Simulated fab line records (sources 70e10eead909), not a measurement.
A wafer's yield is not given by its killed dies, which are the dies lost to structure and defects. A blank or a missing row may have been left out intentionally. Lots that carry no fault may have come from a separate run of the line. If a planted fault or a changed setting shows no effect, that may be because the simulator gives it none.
fab line records	flow nand-harc
[record] lots = 12	wafers = 36	last-day = 33
route steps=1302 shown A_CONTACT@1093 A_BLC@1112
lots that met no fault: from a run of the same line without faults
start-h: hours from the record's opening day to when the first of the lot's shown wafers began	wait-h: hours from the lot's prior step to this one	" as in the row above	L1.1+2: several wafers, shown together as one row	- no value, or no start given	* or withheld: withheld	< > ~ a bound
route shown NAME@n: NAME is a module with steps in the file, n the number in the route of the first one	usual: mean and standard deviation over wafers with no fault	same: alike in all rows	chamber/n: place in a boat	sites: the reading at each site	_std_site: the standard deviation of these	_edge_site: the outer-site mean with the inner-site mean subtracted	radius-mm: how far each site lies from the wafer's centre	mask NAME#n: copy n	behind: tool/chamber where the wafer was last shaped	hold: the reason the lot was held/the length of the hold in hours/how it ended	device: whichever transistor did not switch (one of n, p or np)	end of line: at the end of the route, the tests of the same wafers	step lacking rows: just its recipe	killed: dies lost to structure and defects at the first sort, not the wafer's yield	map: the dies of a wafer, with x for killed, . for not killed, _ for no die there
set.NAME: the setting as run; set.NAME@STEP: as run at that earlier step	model.NAME: the simulator's own value behind a step, which no gauge read
the route's steps for a sample of lots (tables are steps, rows are wafers)
services: the hour from which a tool's chamber was out of use, counted from the record's first day as start-h (under 0 if before that day), plus the number of hours and why
[[steps]]
[step NHARC_A_CONTACT_ETCH_98]
[recipe] target-depth-a = 200	over-etch-frac = 0.5	time-s = 10	ion-energy-ev = 250	c4f6-flow-sccm = 25	o2-flow-sccm = 20	ar-flow-sccm = 500	rf-w = 600	bias-w = 500	chemistry = C4F6/O2
[usual] drypump-motor-current-A = 5.9/0.34	mfc-ar-sccm = 500.0/1.6	oes-product-au = 0.951/0.016	rf-vpp-V = 544.7/2.8	showerhead-plenum-p-Torr = 3.82/0.13	throttle-valve-pct = 26.903/0.0089
lot.wafer	tool	chamber	start-h	wait-h	drypump-motor-current-A	mfc-ar-sccm	oes-product-au	rf-hours-counter-h	rf-vpp-V	showerhead-plenum-p-Torr	throttle-valve-pct
L907.4	rie-diel-01	1	-	-	6.5	502.4	0.943	43	543.8	3.81	26.904
L907.5	"	0	"	"	5.7	497.4	0.934	-	546.9	3.90	26.896
L907.6	"	1	"	"	6.5	500.8	0.943	-	545.4	3.81	26.924
L909.1	rie-diel-01	1	-	-	6.5	498.2	0.942	54	543.9	3.80	26.901
L909.2	"	3	"	"	6.5	501.6	0.945	47	546.1	3.91	26.910
L909.6	"	1	"	"	6.5	501.7	0.924	-	545.3	3.80	26.913
L908.4	rie-diel-01	1	-	-	6.5	497.6	0.957	55	544.9	3.80	26.899
L908.3	"	2	"	"	6.0	499.5	0.936	53	543.5	3.77	26.906
L908.6	"	0	"	"	5.7	499.3	0.960	-	546.0	3.90	26.908
L911.3	rie-diel-01	1	-	-	6.5	499.8	0.969	56	544.7	3.80	26.890
L911.4	"	3	"	"	6.5	500.1	0.970	49	546.2	3.91	26.902
L911.5	"	0	"	"	5.7	502.3	0.965	-	545.1	3.90	26.893
L912.4	rie-diel-01	1	-	-	6.5	501.9	0.948	57	543.7	3.80	26.907
L912.2	"	2	"	"	6.0	500.0	0.947	55	543.3	3.77	26.898
L912.5	"	1	"	"	6.5	501.7	0.933	-	545.9	3.80	26.912
L913.1	rie-diel-10	1	-	-	5.7	501.2	0.953	23	549.8	4.03	26.901
L913.3	"	3	"	"	5.8	500.3	0.963	24	543.0	3.74	26.890
L913.2	"	0	"	"	5.6	501.1	0.957	23	542.9	3.72	26.899
L914.1	rie-diel-10	1	-	-	5.6	499.8	0.966	27	549.1	4.03	26.895
L914.3	"	2	"	"	5.9	497.4	0.951	28	540.6	3.66	26.902
L914.5	"	1	"	"	5.6	499.9	0.961	-	548.7	4.03	26.895
L918.2	rie-diel-01	3	-	-	6.5	500.5	0.954	15	545.2	3.90	26.880
L918.6	"	1	"	"	6.5	501.5	0.958	-	544.0	3.79	26.893
L918.5	"	2	"	"	6.0	500.3	0.957	-	542.7	3.77	26.911
L916.3	rie-diel-10	2	-	-	5.9	499.9	0.945	3	541.6	3.65	26.905
L916.4	"	0	"	"	5.6	500.3	0.945	3	542.4	3.72	26.911
L916.6	"	3	"	"	5.8	500.3	0.944	-	543.1	3.74	26.914
L927.3	rie-diel-10	1	708.42	0.1	5.6	499.8	0.938	18	546.8	4.02	26.909
L927.2	"	2	"	"	5.9	503.7	0.937	19	539.4	3.65	26.896
L927.1	"	0	"	"	5.6	504.3	0.947	20	542.6	3.71	26.906
L928.4	rie-diel-01	2	-	-	6.0	501.2	0.944	43	543.4	3.75	26.906
L928.1	"	0	"	"	5.7	499.8	0.964	55	546.5	3.86	26.911
L928.6	"	1	"	"	6.5	500.0	0.960	-	543.7	3.77	26.886
L930.2	rie-diel-10	2	-	-	5.9	500.9	0.953	26	539.6	3.64	26.907
L930.3	"	1	"	"	5.6	500.7	0.941	26	548.9	4.01	26.891
L930.5	"	2	"	"	5.9	497.5	0.942	-	540.4	3.64	26.895
[step NHARC_A_CONTACT_CVD_19]
[recipe] target-thk-a = 3000	temp-c = 300	pressure-torr = 40	wf6-flow-sccm = 40	h2-flow-sccm = 1600	ar-flow-sccm = 1560	time-s = 802	material = W
[usual] chamber-pressure-Torr = 40.01/0.093	heater-power-w = 451/35	mfc-ar-sccm = 1560/4.9	throttle-valve-pct = 7.90/0.28
lot.wafer	tool	chamber	start-h	wait-h	chamber-pressure-Torr	heater-power-w	mfc-ar-sccm	throttle-valve-pct
L907.4	cvd-w-02	1	-	-	40.19	499	1561	7.77
L907.5	"	0	"	"	39.95	411	1567	8.02
L907.6	"	1	"	"	40.01	506	1548	7.58
L909.2	cvd-w-01	0	-	-	40.08	467	1554	7.89
L909.1	"	1	"	"	40.06	427	1564	7.50
L909.6	"	0	"	"	39.95	474	1559	8.00
L908.4	cvd-w-02	0	-	-	40.12	404	1563	8.32
L908.3	"	1	"	"	39.98	495	1566	7.47
L908.6	"	1	"	"	40.03	484	1570	7.90
L911.3	cvd-w-02	0	-	-	40.16	406	1552	8.28
L911.4	"	1	"	"	40.11	504	1555	7.97
L911.5	"	1	"	"	40.00	507	1558	7.59
L912.2	cvd-w-02	1	-	-	40.13	519	1568	7.68
L912.4	"	1	"	"	39.95	488	1561	7.80
L912.5	"	0	"	"	39.94	410	1554	7.86
L913.2	cvd-w-02	0	-	-	40.05	414	1555	8.31
L913.1	"	1	"	"	40.08	506	1557	7.74
L913.3	"	1	"	"	40.05	497	1562	7.78
L914.1	cvd-w-02	1	-	-	40.08	491	1559	7.48
L914.3	"	1	"	"	40.17	501	1555	7.79
L914.5	"	1	"	"	40.10	497	1562	7.67
L918.2	cvd-w-01	1	-	-	40.00	433	1561	7.53
L918.6	"	0	"	"	40.07	479	1568	8.08
L918.5	"	1	"	"	39.99	437	1555	7.59
L916.3	cvd-w-01	0	-	-	39.82	461	1558	7.77
L916.4	"	1	"	"	39.93	428	1560	7.55
L916.6	"	1	"	"	39.78	430	1562	7.61
L927.2	cvd-w-01	0	-	-	40.08	445	1569	8.04
L927.1	"	1	"	"	40.01	433	1561	7.50
L927.3	"	1	"	"	40.07	423	1559	7.83
L928.1	cvd-w-01	0	-	-	40.11	469	1556	8.42
L928.4	"	0	"	"	40.05	468	1553	8.34
L928.6	"	1	"	"	40.12	439	1560	7.70
L930.2	cvd-w-01	0	-	-	39.96	486	1559	7.91
L930.3	"	1	"	"	40.16	435	1552	7.60
L930.5	"	1	"	"	40.11	421	1557	7.62
[step NHARC_A_BLC_SOFTBAKE_05]
[recipe] temp-c = 105	time-s = 55
[usual] heater-power-total-W = 188.46/0.14
lot.wafer	tool	chamber	start-h	wait-h	heater-power-total-W
L907.4	litho-track-06	0	525	-	188.51
L907.5	"	0	"	"	188.36
L907.6	"	0	"	"	188.45
L909.1	litho-track-01	0	543	-	188.73
L909.2	"	0	"	"	188.44
L909.6	"	0	"	"	188.55
L908.3	litho-track-04	0	545	-	188.68
L908.4	"	0	"	"	188.49
L908.6	"	0	"	"	188.50
L911.3	litho-track-06	0	554	-	188.30
L911.4	"	0	"	"	188.37
L911.5	"	0	"	"	188.35
L912.2	litho-track-06	0	559	-	188.45
L912.4	"	0	"	"	188.37
L912.5	"	0	"	"	188.37
L913.1	litho-track-04	0	561	-	188.73
L913.2	"	0	"	"	188.69
L913.3	"	0	"	"	188.46
L914.1	litho-track-01	0	593	-	188.33
L914.3	"	0	"	"	188.32
L914.5	"	0	"	"	188.28
L918.2	litho-track-06	0	614	-	188.42
L918.5	"	0	"	"	188.45
L918.6	"	0	"	"	188.44
L916.3	litho-track-01	0	628	-	188.67
L916.4	"	0	"	"	188.30
L916.6	"	0	"	"	188.37
L927.1	litho-track-06	0	711	-	189.90
L927.2	"	0	"	"	189.89
L927.3	"	0	"	"	189.80
L928.1	litho-track-06	0	725	-	189.92
L928.4	"	0	"	"	189.95
L928.6	"	0	"	"	189.97
L930.2	litho-track-04	0	743	-	188.47
L930.3	"	0	"	"	188.59
L930.5	"	0	"	"	188.47
[step NHARC_A_BLC_ETCH_16]
[recipe] target-depth-a = 390	over-etch-frac = 0.3	time-s = 65	ion-energy-ev = 80	cf4-flow-sccm = 150	ar-flow-sccm = 0	rf-w = 300	bias-w = 100	chemistry = CF4
[usual] drypump-motor-current-A = 5.8/0.45	mfc-ar-sccm = 0.007/0.01	oes-product-au = 0.999/0.0076	rf-vpp-V = 150.6/1	showerhead-plenum-p-Torr = 1.73/0.053	throttle-valve-pct = 13.283/0.0099
lot.wafer	tool	chamber	start-h	wait-h	drypump-motor-current-A	mfc-ar-sccm	oes-product-au	rf-hours-counter-h	rf-vpp-V	showerhead-plenum-p-Torr	throttle-valve-pct
L907.4	rie-diel-06	2	525.98	0.1	6.0	0.018	0.995	2	152.6	1.78	13.271
L907.6	"	1	"	"	6.0	0	1.005	-	149.3	1.64	13.286
L907.5	"	2	"	"	6.0	0.018	0.997	-	150.3	1.78	13.267
L909.2	rie-diel-06	2	544.63	0.1	6.0	0.018	0.994	3	151.7	1.78	13.278
L909.1	"	0	"	"	6.3	0.005	0.997	4	150.9	1.71	13.295
L909.6	"	3	"	"	5.3	0	1.002	-	150.9	1.77	13.268
L908.3	rie-diel-03	1	546.18	0.1	6.3	0.007	0.986	28	150.6	1.72	13.286
L908.4	"	3	"	"	6.2	0.006	0.994	20	151.2	1.83	13.282
L908.6	"	1	"	"	6.3	0.007	0.983	-	150.3	1.72	13.284
L911.4	rie-diel-13	2	555.15	0.1	6.2	0.002	0.996	1	151.3	1.68	13.295
L911.3	"	3	"	"	5.1	0	1.008	1	150.8	1.75	13.291
L911.5	"	1	"	"	5.0	0.031	0.987	-	151.4	1.74	13.285
L912.2	rie-diel-13	1	560.47	0.1	5.0	0.031	1.006	2	152.0	1.74	13.273
L912.4	"	2	"	"	6.2	0.002	1.010	2	150.2	1.68	13.263
L912.5	"	1	"	"	5.0	0.031	0.995	-	150.9	1.74	13.284
L913.3	rie-diel-06	3	561.83	0.1	5.3	0	0.982	5	152.6	1.77	13.282
L913.1	"	0	"	"	6.3	0.005	1.002	6	150.8	1.71	13.287
L913.2	"	1	"	"	6.0	0	0.994	6	148.7	1.64	13.268
L914.1	rie-diel-13	1	594.06	0.1	5.0	0.031	1.002	5	151.8	1.74	13.284
L914.3	"	2	"	"	6.2	0.002	0.999	4	148.9	1.67	13.274
L914.5	"	1	"	"	5.0	0.031	0.997	-	151.4	1.74	13.290
L918.2	rie-diel-13	3	615.45	0.1	5.1	0	1.004	4	151.6	1.75	13.265
L918.6	"	3	"	"	5.1	0	0.999	-	151.5	1.75	13.282
L918.5	"	0	"	"	5.7	0	1.006	-	148.8	1.69	13.274
L916.3	rie-diel-13	1	629.33	0.1	5.0	0.031	0.991	7	150.5	1.73	13.296
L916.4	"	2	"	"	6.1	0.002	1.003	6	149.9	1.67	13.290
L916.6	"	2	"	"	6.2	0.002	1.007	-	149.2	1.67	13.281
L927.2	rie-diel-06	1	711.89	0.1	6.0	0	1.004	4	150.3	1.64	13.272
L927.1	"	2	"	"	6.0	0.018	0.996	4	149.8	1.77	13.294
L927.3	"	3	"	"	5.3	0	1.008	4	151.6	1.77	13.276
L928.1	rie-diel-06	3	725.74	0.1	5.3	0	1.005	5	150.7	1.77	13.283
L928.4	"	2	"	"	6.0	0.018	1.004	5	149.7	1.77	13.261
L928.6	"	0	"	"	6.3	0.005	0.996	-	151.1	1.70	13.274
L930.2	rie-diel-06	3	744.43	0.1	5.3	0	1.004	7	150.9	1.77	13.290
L930.3	"	0	"	"	6.3	0.005	0.985	6	150.7	1.70	13.275
L930.5	"	2	"	"	6.0	0.018	0.996	-	150.1	1.77	13.279
[[services]]
tool	chamber	start-h	hours	kind
rie-diel-13	-	519.00	9.0	pm
litho-track-06	-	529.00	7.0	pm
rie-diel-10	-	542.03	2.6	repair
cvd-w-01	-	547.42	13.0	pm
rie-diel-01	-	562.26	9.0	pm
rie-diel-13	2	578.29	4.9	repair
cvd-w-02	-	579.30	0.6	repair
rie-diel-10	-	596.96	9.0	pm
rie-diel-01	2	619.29	19.1	repair
rie-diel-13	0	629.70	9.9	repair
cvd-w-02	-	631.00	13.0	pm
cvd-w-01	-	654.86	1.2	repair
rie-diel-06	-	661.25	9.0	pm
rie-diel-06	1	671.98	1.8	repair
rie-diel-01	-	693.68	0.3	repair
rie-diel-13	-	696.00	9.0	pm
rie-diel-10	3	702.51	7.9	repair
litho-track-06	-	704.00	7.0	pm
rie-diel-10	0	709.55	4.3	repair
cvd-w-01	-	728.42	13.0	pm
rie-diel-06	0	728.62	2.7	repair
rie-diel-01	-	739.74	9.0	pm
rie-diel-13	-	741.53	2.2	repair
rie-diel-10	1	741.86	3.3	repair
[[key]]
[first-sign] step = NHARC_A_BLC_SOFTBAKE_05	reading = heater-power-total-W	direction = up	sigmas = 10	usual = *	struck = *
effect none on later readings
met-at NHARC_A_BLC_SOFTBAKE_05
struck-lots L927,L928
tester-left-out L927,L928
not-acting-at NHARC_A_CONTACT_ETCH_98,NHARC_A_CONTACT_CVD_19,NHARC_A_BLC_ETCH_16
onset-between 614 711
[fault] kind = process-parameter-drift	tool = litho-track-06	chamber = -	onset-h = 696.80	steps = NHARC_A_BLC_SOFTBAKE_05	channel = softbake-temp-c	offset = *	shape = step	end-h = 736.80	acts-in = *	stated = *
// tester-left-out: of these lots the tester's yield and bins aren't shown, on N5 and GAA mostly nor the transistor test; their killed dies are dies lost to structure and defects alone, not to doping, threshold or leakage, so they don't give the yield
